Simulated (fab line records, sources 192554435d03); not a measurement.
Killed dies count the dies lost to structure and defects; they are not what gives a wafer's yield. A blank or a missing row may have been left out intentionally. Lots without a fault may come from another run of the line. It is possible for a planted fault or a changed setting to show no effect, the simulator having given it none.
Split-lot study + flow n5 finfet + 39 wafers read from 7 lots, route of 1938 steps

ON THE SPLIT
At N5_BEOL_M1_ILD_DEP_00 (deposits SiOC from DEMS/O2, target thk 79 nm, time 15.3 s), the setting target thk a was moved away from the recipe's 790 angstrom on 12 of the 39 wafers read, by -59.9% to +47.2%. This setting was run at the recipe's value on the other wafers.

No step appears in the file between the split and the reading.

THE READING
M1_ILD_THK in nanometres, read at N5_BEOL_M1_THK_MEAS_01. On this fab line, fault-free wafers typically give 78.8 nm with a standard deviation of 1.3 nm.

| wafer  | tool, chamber at the split | target thk a as run, angstrom | against the recipe | M1_ILD_THK, nm | against lot-mates on the recipe |
|--------|----------------------------|-------------------------------|--------------------|----------------|---------------------------------|
| L074.1 | pecvd-04, 1                | 316.9                         | -59.9%             | 31.9           | -48.9                           |
| L074.2 | pecvd-04, 2                | 316.9                         | -59.9%             | 31.6           | -49.2                           |
| L074.3 | pecvd-04, 0                | 316.9                         | -59.9%             | 34.1           | -46.7                           |
| L074.4 | pecvd-04, 0                | 790                           | recipe             | 81.9           | -                               |
| L074.5 | pecvd-04, 2                | 790                           | recipe             | 80.3           | -                               |
| L074.6 | pecvd-04, 1                | 790                           | recipe             | 80.3           | -                               |
| L078.1 | pecvd-03, 2                | 948.4                         | +20.1%             | 94.3           | +15.6                           |
| L078.2 | pecvd-03, 0                | 948.4                         | +20.1%             | 94.9           | +16.2                           |
| L078.3 | pecvd-03, 1                | 790                           | recipe             | 77.1           | -                               |
| L078.4 | pecvd-03, 1                | 790                           | recipe             | 78.5           | -                               |
| L078.5 | pecvd-03, 0                | 790                           | recipe             | 80.6           | -                               |
| L078.6 | pecvd-03, 2                | 948.4                         | +20.1%             | 96.6           | +17.9                           |
| L080.1 | pecvd-03, 2                | 1163                          | +47.2%             | 116.6          | +36.3                           |
| L080.2 | pecvd-03, 1                | 790                           | recipe             | 78.7           | -                               |
| L080.3 | pecvd-03, 0                | 790                           | recipe             | 81.3           | -                               |
| L080.4 | pecvd-03, 1                | 1163                          | +47.2%             | 116.7          | +36.4                           |
| L080.5 | pecvd-03, 0                | 1163                          | +47.2%             | 119.0          | +38.7                           |
| L080.6 | pecvd-03, 2                | 790                           | recipe             | 80.8           | -                               |
| L081.1 | pecvd-03, 0,2              | 790                           | recipe             | 79.2           | -                               |
| L081.2 | pecvd-03, 2                | 790                           | recipe             | 77.7           | -                               |
| L081.3 | pecvd-03, 1                | 790                           | recipe             | 77.2           | -                               |
| L081.4 | pecvd-03, 0                | 790                           | recipe             | 80.5           | -                               |
| L081.5 | pecvd-03, 1                | 790                           | recipe             | 78.8           | -                               |
| L081.6 | pecvd-03, 0,2              | 790                           | recipe             | 79.3           | -                               |
| L082.3 | pecvd-03, 1                | 790                           | recipe             | 77.8           | -                               |
| L082.4 | pecvd-03, 2                | 790                           | recipe             | 78.8           | -                               |
| L082.5 | pecvd-03, 0                | 790                           | recipe             | 80.6           | -                               |
| L083.1 | pecvd-04, 0,2              | 790                           | recipe             | 76.7           | -                               |
| L083.2 | pecvd-04, 0,2              | 790                           | recipe             | 76.9           | -                               |
| L083.3 | pecvd-04, 1                | 638.5                         | -19.2%             | 61.5           | -15.8                           |
| L083.4 | pecvd-04, 0                | 790                           | recipe             | 78.4           | -                               |
| L083.5 | pecvd-04, 2,1              | 638.5                         | -19.2%             | 62.7           | -14.6                           |
| L083.6 | pecvd-04, 2,1              | 638.5                         | -19.2%             | 62.8           | -14.5                           |
| L097.1 | pecvd-04, 1                | 790                           | recipe             | 77.0           | -                               |
| L097.2 | pecvd-04, 2                | 790                           | recipe             | 78.1           | -                               |
| L097.3 | pecvd-04, 0                | 790                           | recipe             | 77.6           | -                               |
| L097.4 | pecvd-04, 2                | 790                           | recipe             | 79.8           | -                               |
| L097.5 | pecvd-04, 1                | 790                           | recipe             | 77.7           | -                               |
| L097.6 | pecvd-04, 0                | 790                           | recipe             | 79.1           | -                               |
When a row names more than one chamber, that row covers several wafers, and the file does not tell which wafer ran in which chamber.

FIT RESULTS
A straight line over all 39 wafers: M1_ILD_THK changes by +0.796 nm for each +1% of target thk a; r = +1.00; the points scatter about the line by 1.5 nm.
The same after taking each lot's own level away (the mean of its wafers on the recipe; 39 wafers): +0.8 nm for each +1%; r = +1.00; scatter 1.1 nm.
That fit puts the effect of the largest move of target thk a on the reading at 48 nm.
The lots' own levels span 77.33 to 80.83 nm, that is 2.7 times the standard deviation above.
The two slopes are in agreement: the lot-to-lot level therefore moves the slope only a little.
Check: -47.6 nm against its lot-mates is what the line predicts for one of the wafers moved furthest among these (-59.9%) when that wafer is left out of the fit. Against them it came out at -48.9 nm.

OTHER SPLITS ON THESE WAFERS
Other splits were also applied to these wafers ahead of the reading. Each is held against what the fit with the lots' levels taken away leaves over:
| other split on the same wafers        | wafers away from the commonest value | r with M1_ILD_THK (lot level and that fit taken away) |
|---------------------------------------|--------------------------------------|-------------------------------------------------------|
| N5_FIN_SAQP_HM_DEP_72 target thk a    | 18                                   | -0.13                                                 |
| N5_SD_EPI_N_EPI_21 epi growth time s  | 12                                   | -0.08                                                 |
| N5_HKMG_FIN_CVD_62 target thk a       | 9                                    | +0.05                                                 |
| N5_MOL_CONTACT_COAG_ALD_27 ald cycles | 15                                   | -0.03                                                 |

THE WHOLE CHAIN: every reading that the file lists as answering this split, in the file's order
| step                   | what it does                                              | reading                                                                            | change (the file's fit)               | r (the file's) |
|------------------------|-----------------------------------------------------------|------------------------------------------------------------------------------------|---------------------------------------|----------------|
| N5_BEOL_M1_ILD_DEP_00  | deposits SiOC from DEMS/O2, target thk 79 nm, time 15.3 s | SiOC_of_BEOL_M1_ILD_DEP_00.thk nm (the simulator's own value, which no gauge read) | +0.801 nm for each +1% of the setting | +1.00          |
| N5_BEOL_M1_THK_MEAS_01 |                                                           | M1_ILD_THK                                                                         | +0.799 for each +1% of the setting    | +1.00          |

THE FILE'S OWN FIT
M1_ILD_THK changes by +0.799 nm for each +1% of target thk a, r = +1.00.
